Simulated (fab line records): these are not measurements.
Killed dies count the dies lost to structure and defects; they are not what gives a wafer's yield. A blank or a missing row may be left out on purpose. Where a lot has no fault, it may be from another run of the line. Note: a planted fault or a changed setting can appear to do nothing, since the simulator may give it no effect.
Chamber matching -- flow n5Finfet -- N5_PASSIVATION_PECVD_01 on pecvd-01 has 3 sister chambers
The step deposits SiNx from SiH4/NH3/N2, target thk 200 nm, time 43.2 s. 3 wafers are shown with their chamber, then 10 later ones without.

== WAFERS PAIRED WITH THEIR CHAMBERS ==
wafer,chamber,showerheadPlenumPTorr (Torr)
L085.1,1,8.77
L086.4,0,8.69
L089.5,2,8.68

== WAFERS MISSING THEIR CHAMBER ==
wafer,showerheadPlenumPTorr (Torr)
L089.6,8.74
L090.4,8.69
L090.5,8.72
L090.6,8.67
L094.2,8.67
L094.3,8.76
L094.4,8.74
L097.2,8.69
L097.4,8.68
L097.5,8.74

== WHICH CHAMBER EACH ONE RAN IN ==
wafer,from the rows above,in truth
L089.6,can't be placed: 1 or 0 or 2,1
L090.4,can't be placed: 0 or 2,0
L090.5,can't be placed: 0 or 2 or 1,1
L090.6,can't be placed: 2 or 0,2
L094.2,can't be placed: 2 or 0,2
L094.3,1,1
L094.4,can't be placed: 1 or 0 or 2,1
L097.2,can't be placed: 0 or 2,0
L097.4,can't be placed: 2 or 0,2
L097.5,can't be placed: 1 or 0 or 2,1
Correctly placed: 1 of 10. Unplaceable from these rows: 9, with the true chamber sitting among the candidates in 9. Placed wrongly: 0.
How it was worked out, from the rows above alone: a wafer's distance from a chamber is the root of the sum, over the readings, of the square of ((its reading less the chamber's mean) divided by the reading's scatter). The wafer belongs to the nearest chamber; if the next one is less than 2 further off, it can't be placed. A chamber's mean is the mean of its shown wafers. The scatter: with one shown wafer a chamber, the root of the mean of the squares of how far each hidden wafer lies from its nearest shown one.
